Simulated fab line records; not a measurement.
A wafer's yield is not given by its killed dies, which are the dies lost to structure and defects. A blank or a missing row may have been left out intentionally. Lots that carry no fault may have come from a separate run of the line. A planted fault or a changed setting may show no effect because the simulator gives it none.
Matching of chambers	flow n5Finfet	4 sister chambers for N5_BEOL_M3_ETCH_69 on rieDiel-05
The step etches SiARC in CF4, target depth 15.6 nm, time 26 s. 14 wafers are shown with their chamber, then 7 later ones without.

WAFERS WITH THEIR CHAMBER
wafer	chamber	drypumpMotorCurrentA (A)	throttleValvePct (%)	oesProductAu (a.u.)
L075.1	2	5.0	15.01	0.79
L075.4	0	5.7	15.97	0.61
L075.5	3	5.4	16.09	0.64
L081.4	0	5.7	15.99	0.59
L081.5	1	6.2	15.87	0.68
L081.6	0	5.7	15.98	0.59
L082.2	0	5.7	15.98	0.59
L082.3	3	5.4	16.11	0.64
L082.6	2	5.0	15.01	0.77
L084.1	2	5.0	15.03	0.76
L084.2	1	6.3	15.87	0.69
L084.3	0	5.7	16.00	0.59
L085.2	1	6.2	15.90	0.68
L085.3	3	5.4	16.13	0.63

SIGNATURES (averages over the wafers above)
reading	chamber 0	chamber 1	chamber 2	chamber 3	scatter within a chamber
drypumpMotorCurrentA	5.700	6.233	5.000	5.400	0.0258
throttleValvePct	15.9840	15.8800	15.0167	16.1100	0.0148
oesProductAu	0.5940	0.6833	0.7733	0.6367	0.00959
Rule: for each reading, subtract the chamber's mean from the wafer's reading, divide by that reading's scatter and square the result; add these up over the readings and take the root, which gives the wafer's distance from the chamber. The wafer belongs to the nearest chamber; if the next one is less than 2 further off, it can't be placed. How the scatter is found: for the shown wafers, subtract from each reading the mean of its chamber, square and add these, divide the total by (wafers less chambers), then take the root.

WAFERS WHOSE CHAMBER IS MISSING
wafer	drypumpMotorCurrentA (A)	throttleValvePct (%)	oesProductAu (a.u.)
L085.4	5.7	15.99	0.59
L089.3	5.7	15.99	0.59
L089.5	5.4	16.14	0.63
L089.6	5.0	15.05	0.75
L092.1	5.0	15.06	0.74
L092.4	6.2	15.90	0.67
L092.6	5.7	16.04	0.58

CHAMBER TAKEN BY EACH
wafer	from the rows above	in truth
L085.4	0	0
L089.3	0	0
L089.5	3	3
L089.6	2	2
L092.1	2	2
L092.4	1	1
L092.6	0	0
Correctly placed: 7 of 7. Number that these rows cannot place: 0. Number placed wrongly: 0.
